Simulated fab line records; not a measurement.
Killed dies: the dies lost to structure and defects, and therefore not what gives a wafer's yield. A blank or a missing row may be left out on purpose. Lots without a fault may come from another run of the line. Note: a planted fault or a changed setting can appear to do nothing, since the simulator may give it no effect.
Which tool did it? -- flow n5 finfet -- Sampling: 11 lots, 32 wafers, 4 of 1938 route steps

## WHAT THE GAUGES READ, wafer by wafer
N5_BEOL_M7_OVL_MEAS_12.
lot,measured,on,M7_OVL (nm)
L352,day 10 11:37,overlay-01,-0.5 0.3 -1.2
L349,day 10 14:40,overlay-01,0.5 0.6
L351,day 10 14:43,overlay-01,0.2 0.5 1.4
L354,day 11 12:44,overlay-01,-0.2 -0.5 0.2
L356,day 11 22:33,overlay-02,1.5 -0.6 0.4
L355,day 12 05:50,overlay-01,0.8 -1.4 0.0
L363,day 14 07:20,overlay-01,7.1 7.0 6.2
L364,day 14 11:55,overlay-02,6.2 6.1 6.7
L367,day 14 22:41,overlay-02,0.3 0.4 0.6
L368,day 14 22:56,overlay-02,1.5 1.7 1.0
L372,day 15 06:55,overlay-01,-0.9 0.0 -0.8

## EACH LOT AND THE TOOL THAT RAN IT (in order: tool; ch and the chambers of the sampled wafers; start)
lot,N5_BEOL_M6_CMP_52,N5_BEOL_M7_CURE_74,N5_BEOL_M7_EXPOSE_08
L352,"cmp-03 ch 1,2,3, day 10 09:04","uv cure-02 ch 0, day 10 09:38","arfi scanner-02 ch 0, day 10 11:28"
L349,"cmp-03 ch 1,2, day 10 11:55","uv cure-02 ch 2, day 10 12:40","arfi scanner-03 ch 0, day 10 14:32"
L351,"cmp-03 ch 2,3, day 10 12:19","uv cure-01 ch 1, day 10 13:01","arfi scanner-03 ch 0, day 10 14:34"
L354,"cmp-03 ch 1,2,3, day 11 09:58","uv cure-02 ch 0, day 11 10:31","arfi scanner-01 ch 0, day 11 12:35"
L356,"cmp-04 ch 0,1,2, day 11 18:56","uv cure-02 ch 2, day 11 19:29","arfi scanner-03 ch 0, day 11 22:23"
L355,"cmp-04 ch 0,2, day 12 03:16","uv cure-01 ch 2, day 12 04:02","arfi scanner-01 ch 0, day 12 05:40"
L363,"cmp-02 ch 0,1,3, day 14 05:02","uv cure-03 ch 0, day 14 05:31","arfi scanner-03 ch 0, day 14 07:10"
L364,"cmp-03 ch 0,3, day 14 08:35","uv cure-01 ch 0, day 14 09:17","arfi scanner-03 ch 0, day 14 11:46"
L367,"cmp-03 ch 0,1,2, day 14 19:26","uv cure-02 ch 2, day 14 19:57","arfi scanner-01 ch 0, day 14 22:31"
L368,"cmp-04 ch 0,1,3, day 14 20:42","uv cure-01 ch 0, day 14 21:35","arfi scanner-02 ch 0, day 14 22:47"
L372,"cmp-02 ch 0,1,2, day 15 04:37","uv cure-02 ch 0, day 15 05:10","arfi scanner-02 ch 0, day 15 06:46"
- N5_BEOL_M6_CMP_52: polishes, stops on SiCOH lowk, t overpolish 6.9 s, target thk 80 nm.
- N5_BEOL_M7_CURE_74: cures SiCOH lowk, time 240 s.
- N5_BEOL_M7_EXPOSE_08: exposes mask M7.

## THE ANSWER, worked out from the rows above alone
Rule: what is usual is taken from the lots themselves. Put in order of their means at a reading, lots are off if they are a third of the lots or fewer, leave a main group of 4 or more, and stand apart from it by a gap of 3 or more times the standard deviation of the main group's means; of several such gaps the widest counts. Not used: any main group whose means are identical at the precision the tables above print for the reading. A lot without any number at a reading at which 4 lots or more have one is off too. Any other lot the step has rows for is counted as sound.
Off: at N5_BEOL_M7_OVL_MEAS_12 (M7_OVL), L363, L364. The main group has a mean of 0.2 nm with a standard deviation of 0.6.
A tool fits if, at a process step before that reading, it ran every lot that is off, and no sound lot after the first of them. Gauges at N5_BEOL_M7_OVL_MEAS_12: tried the same way as those tools. One fits: arfi scanner-03 at N5_BEOL_M7_EXPOSE_08. Its last sound lot is L356 (day 11 22:23), its first lot that is off L363 (day 14 07:10): a fault that began between those two fits.

## WHAT THE SIMULATOR HAD INSERTED
Scanner matching overlay: arfi scanner-03, from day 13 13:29 on, at N5_BEOL_M7_EXPOSE_08. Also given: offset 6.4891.
Struck lots among those shown: L363, L364. Same finding as the rule above.
